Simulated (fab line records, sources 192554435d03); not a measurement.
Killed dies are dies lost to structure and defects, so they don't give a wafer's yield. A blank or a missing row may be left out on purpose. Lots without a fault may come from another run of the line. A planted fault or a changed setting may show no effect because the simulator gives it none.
Chamber matching | flow n5_finfet | N5_BEOL_M1_ETCH_69 on rie_diel-03: 4 sister chambers
The step etches SiARC in CF4, target depth 15.6 nm, time 26 s. 18 wafers are shown with their chamber, then 9 later ones without.

WAFERS WITH THEIR CHAMBER
wafer  | chamber | showerhead_plenum_p_Torr (Torr) | drypump_motor_current_A (A) | throttle_valve_pct (%)
L076.1 | 0       | 2.06                            | 5.2                         | 15.49
L076.3 | 2       | 2.14                            | 5.5                         | 15.72
L076.4 | 0       | 2.06                            | 5.1                         | 15.49
L078.1 | 0       | 2.06                            | 5.2                         | 15.50
L078.4 | 3       | 2.28                            | 6.4                         | 15.21
L078.5 | 1       | 2.23                            | 6.1                         | 15.72
L084.2 | 0       | 2.06                            | 5.1                         | 15.51
L084.4 | 2       | 2.13                            | 5.5                         | 15.73
L084.5 | 0       | 2.06                            | 5.1                         | 15.52
L088.1 | 3       | 2.27                            | 6.5                         | 15.24
L088.4 | 2       | 2.13                            | 5.4                         | 15.76
L088.6 | 1       | 2.23                            | 6.1                         | 15.72
L090.3 | 2       | 2.13                            | 5.5                         | 15.77
L090.4 | 3       | 2.27                            | 6.4                         | 15.27
L090.5 | 0       | 2.06                            | 5.1                         | 15.55
L089.2 | 3       | 2.27                            | 6.4                         | 15.26
L089.3 | 2       | 2.13                            | 5.5                         | 15.77
L089.5 | 3       | 2.27                            | 6.4                         | 15.24

SIGNATURES (means of the wafers above)
reading                  | chamber 0 | chamber 1 | chamber 2 | chamber 3 | scatter within a chamber
showerhead_plenum_p_Torr | 2.0600    | 2.2300    | 2.1320    | 2.2720    | 0.00338
drypump_motor_current_A  | 5.133     | 6.100     | 5.480     | 6.420     | 0.0458
throttle_valve_pct       | 15.5100   | 15.7200   | 15.7500   | 15.2440   | 0.0222
Rule: a wafer's distance from a chamber is the root of the sum, over the readings, of the square of ((its reading less the chamber's mean) divided by the reading's scatter). The wafer belongs to the nearest chamber; if the next one is less than 2 further off, it can't be placed. The scatter: the root of (the sum of the squares of (reading less its chamber's mean) over the shown wafers, divided by (wafers less chambers)).

WAFERS WITHOUT THEIR CHAMBER
wafer  | showerhead_plenum_p_Torr (Torr) | drypump_motor_current_A (A) | throttle_valve_pct (%)
L092.2 | 2.27                            | 6.5                         | 15.27
L092.3 | 2.05                            | 5.2                         | 15.54
L092.5 | 2.22                            | 6.1                         | 15.74
L095.2 | 2.22                            | 6.1                         | 15.76
L095.3 | 2.27                            | 6.4                         | 15.28
L095.4 | 2.05                            | 5.2                         | 15.55
L096.3 | 2.05                            | 5.2                         | 15.57
L096.4 | 2.27                            | 6.4                         | 15.27
L096.5 | 2.27                            | 6.5                         | 15.28

WHICH CHAMBER EACH WENT THROUGH
wafer  | from the rows above | in truth
L092.2 | 3                   | 3
L092.3 | 0                   | 0
L092.5 | 1                   | 1
L095.2 | 1                   | 1
L095.3 | 3                   | 3
L095.4 | 0                   | 0
L096.3 | 0                   | 0
L096.4 | 3                   | 3
L096.5 | 3                   | 3
Placed correctly: 9 of 9. Can't be placed from these rows: 0. Placed wrongly: 0.
